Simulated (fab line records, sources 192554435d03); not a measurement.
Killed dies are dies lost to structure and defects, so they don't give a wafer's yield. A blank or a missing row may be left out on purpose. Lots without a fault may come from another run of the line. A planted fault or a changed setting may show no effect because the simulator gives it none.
Which tool did it? | flow n5_finfet | 24 lots, 72 wafers sampled, at 2 steps of a route of 1938

WHAT THE GAUGES READ, wafer by wafer
N5_SDB_OVL_MEAS_12.
lot  | measured    | on         | SDB_OVL (nm)
L074 | day 3 18:29 | overlay-02 | -0.5 0.2 -0.6
L076 | day 4 04:20 | overlay-01 | 0.1 -0.2 0.9
L075 | day 4 04:31 | overlay-02 | 0.8 0.3 0.6
L077 | day 4 12:44 | overlay-01 | -0.5 0.2 -1.1
L078 | day 4 17:02 | overlay-01 | 0.4 0.5 1.4
L079 | day 5 02:46 | overlay-02 | 2.3 0.4 0.3
L081 | day 5 15:08 | overlay-02 | -0.3 -1.2 0.4
L080 | day 5 16:34 | overlay-02 | 0.9 1.7 0.4
L082 | day 5 22:16 | overlay-01 | 0.5 -0.1 1.1
L083 | day 6 01:34 | overlay-02 | 0.8 0.8 0.6
L084 | day 6 09:18 | overlay-01 | 0.3 0.7 0.5
L085 | day 6 16:54 | overlay-01 | 1.7 2.1 0.5
L086 | day 6 19:55 | overlay-02 | -0.6 -1.1 -0.8
L088 | day 7 04:11 | overlay-02 | 1.1 1.1 0.4
L087 | day 7 06:25 | overlay-02 | 0.7 -0.6 1.2
L089 | day 7 12:30 | overlay-02 | 0.4 2.4 1.3
L090 | day 7 16:52 | overlay-01 | 1.0 0.6 0.3
L091 | day 8 00:15 | overlay-02 | -0.2 0.2 1.4
L092 | day 8 03:14 | overlay-02 | 0.6 0.3 -0.2
L093 | day 8 12:10 | overlay-01 | 1.8 1.5 0.8
L094 | day 8 19:19 | overlay-02 | 0.3 0.8 0.9
L095 | day 9 01:22 | overlay-01 | 1.6 0.0 2.0
L096 | day 9 07:52 | overlay-02 | 1.8 1.6 1.4
L097 | day 9 13:23 | overlay-02 | -0.3 -0.8 1.5

N5_HKMG_FIN_OVL_MEAS_13.
lot  | measured    | on         | NWFM_OVL (nm)
L074 | day 4 03:54 | overlay-01 | 1.3 0.7 1.6
L076 | day 4 13:59 | overlay-02 | 1.3 0.1 1.4
L075 | day 4 14:13 | overlay-02 | 1.5 1.4 1.4
L077 | day 4 21:50 | overlay-02 | 0.6 1.6 2.1
L078 | day 5 02:23 | overlay-02 | -0.1 1.3 0.1
L079 | day 5 12:19 | overlay-02 | -0.3 -0.3 -0.2
L081 | day 6 00:08 | overlay-01 | 1.6 0.7 1.7
L080 | day 6 01:55 | overlay-02 | 0.9 0.3 1.0
L082 | day 6 07:55 | overlay-01 | 0.0 1.5 0.9
L083 | day 6 10:27 | overlay-01 | 1.4 1.5 0.2
L084 | day 6 19:55 | overlay-01 | 0.0 0.6 1.9
L085 | day 7 02:05 | overlay-02 | -0.2 0.4 -0.1
L086 | day 7 04:58 | overlay-02 | 0.8 1.2 0.9
L088 | day 7 13:10 | overlay-02 | 0.9 0.6 1.4
L087 | day 7 15:44 | overlay-02 | 1.0 1.0 0.3
L089 | day 7 21:35 | overlay-02 | 0.0 0.2 0.0
L090 | day 8 02:46 | overlay-01 | 1.3 -0.3 0.1
L091 | day 8 11:02 | overlay-02 | 0.8 0.8 0.6
L092 | day 8 13:00 | overlay-02 | 0.2 0.3 1.9
L093 | day 8 21:34 | overlay-02 | 1.0 1.8 2.1
L094 | day 9 05:58 | overlay-01 | 0.0 0.7 0.0
L095 | day 9 10:33 | overlay-02 | 1.1 3.0 1.2
L096 | day 9 17:51 | overlay-01 | 0.3 0.6 1.4
L097 | day 9 23:07 | overlay-01 | 2.0 0.5 1.6

WHICH TOOL RAN EACH LOT (tool, then ch and the chambers of the sampled wafers, then the start)
The record holds no process step before these readings.

WHAT THE TOOLS THEMSELVES READ (means of the sampled wafers that have a number; where no wafer has one, the mark that the record gives instead)
The record holds no such reading with a usual standard deviation.

THE ANSWER, worked out from the rows above alone
Rule: what is usual is taken from the lots themselves. Put in order of their means at a reading, lots are off if they are a third of the lots or fewer, leave a main group of 4 or more, and stand apart from it by a gap of 3 or more times the standard deviation of the main group's means; of several such gaps the widest counts. A main group whose means are all the same, to the digits that the tables above print for the reading, isn't used. A lot without any number at a reading at which 4 lots or more have one is off too. The other lots that the step has rows for count as sound. The gauges are gone through in route order, then the tools' own readings, and for those a lot's mean is taken as printed above. The first step at which some lot is off is used, and at that step the reading that is off furthest; a lot without a number counts as furthest.
No lot is off at any reading shown: from this, nothing can be told.

WHAT THE SIMULATOR HAD PUT IN
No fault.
